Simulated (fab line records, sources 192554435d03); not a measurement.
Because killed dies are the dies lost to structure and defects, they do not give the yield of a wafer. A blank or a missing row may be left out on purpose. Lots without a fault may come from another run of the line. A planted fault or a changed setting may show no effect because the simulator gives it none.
A lot that was struck, set against a sound lot | flow n5Finfet | 40 out of 1938 route steps
Sound: these wafers, L445.2, L445.4, L445.5. Struck: wafers L437.2, L437.5. (L437.1 of the same lot was not struck and is left out.) The cause comes at the end.
Each step with rows lists, per side, the tool, then ch with its chambers, then its first start. Under that, the readings that differ: sound wafers | struck wafers | difference of the means | sigmas: that difference in standard deviations of wafers without a fault.
alike: same words and numbers on both sides, and readings whose means sit less than 2 such deviations apart. not compared: any withheld reading, any reading some wafer has no value for, any bound like >300 that may hide the same value, and any number with overlapping values for which the record gives no deviation.
The two part at a step that has a row with sigmas, a row that says differs or no value, or rows on one side only. Numbers that have no deviation but don't overlap get no sigmas and don't part them. A reading missing from all wafers of one side parts the sides only when that side holds two or more wafers.

first, 11 steps without rows for these wafers: N5_BEOL_M0_SAQP_SPACER1_ETCHBACK_99 (etches SiO2 in CHF3/O2, target depth 15.4 nm, time 7.7 s); N5_BEOL_M0_SAQP_MANDREL1_REMOVE_100 (chemistry HBr/Cl2/O2, target a-Si, stops on SiNx, bt time 10 s); N5_BEOL_M0_SAQP_ETCH_101 (etches SiNx in CH3F/O2, target depth 29.9 nm, time 42.7 s); N5_BEOL_M0_SAQP_ETCH_102 (etches SiO2 in CF4, target depth 4 nm, time 4.4 s); N5_BEOL_M0_SAQP_MANDREL_ETCH_103 (etches a-Si in HBr/Cl2, stops on SiCN, target depth 45 nm, bt time 10 s, time 27 s); N5_BEOL_M0_SAQP_RECESS_104 (chemistry HF/NH3, target SiO2, target depth 18 nm, afs cycles 3, sublimation time 60 s); N5_BEOL_M0_SAQP_COAT_105 (time 60 s, resist thk 100 nm); N5_BEOL_M0_SAQP_ETCH_106 (etches SOC in N2/H2, stops on SiNx, target depth 150 nm); N5_BEOL_M0_SAQP_ETCH_107 (etches SiNx in CH3F/O2, target depth 30 nm); N5_BEOL_M0_SAQP_STRIP_108 (strips in N2/H2); N5_BEOL_M0_SAQP_RECESS_109 (chemistry HF/NH3, target SiO2, target depth 3 nm, afs cycles 1, sublimation time 60 s).
N5_BEOL_M0_SAQP_SPACER2_ALD_26: deposits SiO2, target thk 15 nm, pulse time 1 s, purge time 2 s.
  sound on aldSin-04 ch 2,3, day 10 06:47; struck on aldSin-02 ch 1, day 8 19:40
reading                                              | sound       | struck    | difference | sigmas
heaterPowerW (W)                                     | 505 506 489 | 403 401   | -98        | -2
model.SiO2_of_BEOL_M0_SAQP_SPACER2_ALD_26.thkNm (nm) | 15 15 15    | 20.4 20.2 | +5.3       | 
  alike: precursorPulseHeightRel
then, 1 step without rows for these wafers: N5_BEOL_M0_SAQP_SPACER2_ETCHBACK_27 (etches SiO2 in CHF3/O2, target depth 22.5 nm, time 11.25 s).
N5_BEOL_M0_SAQP_MANDREL2_REMOVE_110: chemistry HBr/Cl2/O2, target a-Si, stops on SiCN, bt time 10 s.
  sound on rieSi-02 ch 1,2,3, day 10 07:26; struck on rieSi-02 ch 1,2, day 8 20:18
reading                                              | sound          | struck    | difference | sigmas
model.BEOL_M0_SAQP.cdNm (nm)                         | 15 15 15       | 20.4 20.2 | +5.3       | 
model.SiO2_of_BEOL_M0_SAQP_SPACER2_ALD_26.thkNm (nm) | 10.6 10.6 10.6 | 16 15.8   | +5         | 
  alike: O2_flow_sccm, drypumpMotorCurrentA, oesProductAu, throttleValvePct
  not compared: rfHoursCounterH
N5_BEOL_M0_SAQP_CD_MEAS_29 targets a cd of 14.4 nm.
  sound on cdSem-01 ch 0, day 10 07:32; struck on cdSem-03 ch 0, day 8 20:25
reading   | sound             | struck      | difference | sigmas
cdNm (nm) | 15.10 15.16 15.35 | 20.69 20.19 | +5.24      | +23
then, 23 steps without rows for these wafers: N5_BEOL_M0_SAQP_COAT_69 (time 60 s, resist thk 90 nm); N5_BEOL_M0_SAQP_COAT_72 (time 60 s, resist thk 15 nm); N5_BEOL_M0_SAQP_COAT_87 (time 60 s, resist thk 5 nm); N5_BEOL_M0_SAQP_COAT_34 (resist thk 30 nm); N5_BEOL_M0_SAQP_EBR_36; N5_BEOL_M0_SAQP_SOFTBAKE_35 (time 60 s); N5_BEOL_M0_SAQP_EXPOSE_37 (exposes mask M0 CUT1, target cd 30 nm); N5_BEOL_M0_SAQP_PEB_38 (peb time 60 s); N5_BEOL_M0_SAQP_DEVELOP_39 (develop time 30 s); N5_BEOL_M0_SAQP_DESCUM_45 (chemistry O2, time 7 s); N5_BEOL_M0_SAQP_ETCH_88 (etches underlayer in N2/H2, target depth 6.5 nm, time 5.2 s); N5_BEOL_M0_SAQP_ETCH_73 (etches SiARC in CF4, target depth 19.5 nm, time 32.5 s); N5_BEOL_M0_SAQP_CUT_ETCH_46 (etches SOC in N2/H2, target depth 135 nm, overetch 27 nm, time 202.5 s); N5_BEOL_M0_SAQP_STRIP_74 (strips in N2/H2); N5_BEOL_M0_SAQP_STRIP_89 (strips in N2/H2); N5_BEOL_M0_SAQP_ALD_48 (deposits SiO2, target thk 20 nm, pulse time 1 s, co reactant pulse time 1 s); N5_BEOL_M0_SAQP_ETCH_49 (etches SiO2 in CF4/O2, target depth 37 nm); N5_BEOL_M0_SAQP_STRIP_75 (strips in CF4); N5_BEOL_M0_CUTY_COAT_50 (time 60 s, resist thk 15 nm); N5_BEOL_M0_CUTY_COAT_51 (resist thk 150 nm); N5_BEOL_M0_CUTY_EBR_52; N5_BEOL_M0_CUTY_SOFTBAKE_53 (time 60 s); N5_BEOL_M0_CUTY_EXPOSE_54 (exposes mask M0 ABLK).
N5_BEOL_M4_RC_MEAS_101:
  the record has rows for the sound wafers here (prober-01 ch 0, day 13 01:40) and none for the struck ones
-- record jumps: 8 days separate the struck wafers' starts on either side; left off in module BEOL_M4, taken up again in module PASSIVATION, whose first shown step is the route's number 1936 --
N5_PASSIVATION_PROBE_49:
  sound on prober-01 at day 17 16:08; struck on prober-02 at day 16 10:35
reading                 | sound          | struck    | difference | sigmas
defectLimitedYield (%)  | 90.6 86.7 89.7 | 0 0       | -89        | -68
killed_at_M0_to_M3      | 38 51 43       | 1106 1121 | +1070      | +99 or more
killed_at_M4_up         | 20 34 21       | 14 9      | -14        | -2
killedDies              | 111 157 122    | 1180 1180 | +1050      | +66
killedOnRim             | 12 13 10       | 152 152   | +140       | +39
sort_bin_5_function (%) | 5.2 7.6 5.8    | 96.3 95.8 | +89.8      | +99 or more
sortNPass               | 1069 1023 1058 | 0 0       | -1050      | -66
sortYieldPct (%)        | 90.6 86.7 89.7 | 0 0       | -89        | -68
  alike: killedAtContacts, killedAtFrontEnd, killedAtOther, killedOpen, killedShort, sort_bin_6_memory

## WHERE THEY PART
Last at N5_PASSIVATION_PROBE_49 as far as this record goes, first at N5_BEOL_M0_SAQP_SPACER2_ALD_26.

WHY: what the simulator had put in
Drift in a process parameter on aldSin-02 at N5_BEOL_M0_SAQP_SPACER2_ALD_26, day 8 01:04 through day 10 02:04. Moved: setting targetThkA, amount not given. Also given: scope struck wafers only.
